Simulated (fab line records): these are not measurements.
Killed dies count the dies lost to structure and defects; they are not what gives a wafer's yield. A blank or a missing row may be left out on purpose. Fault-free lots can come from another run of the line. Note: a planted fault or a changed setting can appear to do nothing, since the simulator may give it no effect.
Commonality check across tools ; flow n5-finfet ; 8 lots and 24 wafers in the sample

## REASON FOR OPENING
2 of 8 lots carry a flag on the reading M10_THK at N5_BEOL_M10_THK_MEAS_53. Wafers without a fault read 136.2 nm, standard deviation 2.3.
Rule: flag the lot when none of its wafers has a number, or when each of its wafers that has one lies beyond 4 standard deviations from that mean. As for the other lots, they are considered sound.

lot;measured;on;M10_THK (nm), wafer by wafer;flag
L582;day 10 23:06;film-metro-01;140.7 140.4 138.2;
L587;day 11 12:11;film-metro-02;136.2 133.8 135.0;
L590;day 12 08:36;film-metro-02;134.2 135.2 135.1;
L593;day 13 17:59;film-metro-02;312.4 310.4 311.5;FLAGGED
L597;day 13 18:01;film-metro-01;315.2 310.4 313.8;FLAGGED
L599;day 14 20:02;film-metro-01;135.9 139.2 134.5;
L603;day 15 13:04;film-metro-02;134.5 137.4 139.6;
L604;day 16 13:51;film-metro-02;139.9 138.4 140.5;
Average over the flagged lots: 312.3 nm; offset from the usual +176.1 nm, equal to +77 standard deviations.

## LOT BY LOT: THE TOOL USED
The record holds 3 process steps before the reading, out of a route of 1938 steps. Every cell lists first the tool, next ch and the chambers used by the sampled wafers, and last the start.
lot;flag;N5_BEOL_M10_STRIP_77;N5_BEOL_M10_PRE_CLEAN_45;N5_BEOL_M10_CMP_52
L582;;rie-diel-04 ch 0,2,3, day 10 21:32 or earlier;pvd-sputter-03, day 10 21:32;cmp-01 ch 0,2,3, day 10 22:49
L587;;rie-diel-04 ch 0,2, day 11 08:58 or earlier;pvd-sputter-03, day 11 08:58;cmp-02 ch 1,2,3, day 11 11:53
L590;;rie-diel-04 ch 1,3, day 12 07:02 or earlier;pvd-sputter-02, day 12 07:02;cmp-03 ch 1,2, day 12 08:18
L593;FLAGGED;rie-diel-02 ch 0,1,2, day 13 15:59 or earlier;pvd-sputter-03, day 13 15:59;cmp-01 ch 0,1,3, day 13 17:42
L597;FLAGGED;rie-diel-04 ch 0,2,3, day 13 16:04 or earlier;pvd-sputter-03, day 13 16:04;cmp-02 ch 0,2,3, day 13 17:45
L599;;rie-diel-05 ch 0,2,3, day 14 18:17 or earlier;pvd-sputter-01, day 14 18:17;cmp-01 ch 0,1,2, day 14 19:51
L603;;rie-diel-02 ch 0,1,3, day 15 09:40 or earlier;pvd-sputter-03, day 15 09:40;cmp-03 ch 1,2,3, day 15 12:46
L604;;rie-diel-04 ch 0,1,2, day 16 12:02 or earlier;pvd-sputter-03, day 16 12:02;cmp-03 ch 0,1,2, day 16 13:40
What the steps here do:
- N5_BEOL_M10_STRIP_77: strips in N2/H2, time 10 s.
- N5_BEOL_M10_PRE_CLEAN_45: time 30 s.
- N5_BEOL_M10_CMP_52: polishes, stops on SiCOH lowk, t overpolish 7 s, target thk 140 nm.
- N5_BEOL_M10_THK_MEAS_53: measures by xrf.

## FLAGGED AGAINST TOTAL, ONE TOOL AT A TIME (gauges that did the reading follow at the end)
step;tool;lots run;flagged;share of the flagged lots;sound lots run after its first flagged lot
N5_BEOL_M10_STRIP_77;rie-diel-02;2;1;some;1 (L603)
N5_BEOL_M10_STRIP_77;rie-diel-04;5;1;some;1 (L604)
N5_BEOL_M10_STRIP_77;rie-diel-05;1;0;none;-
N5_BEOL_M10_PRE_CLEAN_45;pvd-sputter-01;1;0;none;-
N5_BEOL_M10_PRE_CLEAN_45;pvd-sputter-02;1;0;none;-
N5_BEOL_M10_PRE_CLEAN_45;pvd-sputter-03;6;2;all;2 (L603,L604)
N5_BEOL_M10_CMP_52;cmp-01;3;1;some;1 (L599)
N5_BEOL_M10_CMP_52;cmp-02;2;1;some;0
N5_BEOL_M10_CMP_52;cmp-03;3;0;none;-
N5_BEOL_M10_THK_MEAS_53;film-metro-01;3;1;some;1 (L599)
N5_BEOL_M10_THK_MEAS_53;film-metro-02;5;1;some;2 (L603,L604)
Because N5_BEOL_M10_STRIP_77 lacks a start for some lots, the hours and order of its lots are taken from N5_BEOL_M10_PRE_CLEAN_45.

## THE TABLE: WHAT IT ALLOWS
In the table, 1 row covers all flagged lots: pvd-sputter-03 at N5_BEOL_M10_PRE_CLEAN_45.
- pvd-sputter-03 at N5_BEOL_M10_PRE_CLEAN_45: 2 of its 6 lots flagged. Sound lots ran on it after the first flagged one (L603, L604), which a lasting fault on the whole tool wouldn't allow.
There is no row in the table that ran each flagged lot and no sound lot after the first.

## WHAT THE SIMULATOR PUT IN
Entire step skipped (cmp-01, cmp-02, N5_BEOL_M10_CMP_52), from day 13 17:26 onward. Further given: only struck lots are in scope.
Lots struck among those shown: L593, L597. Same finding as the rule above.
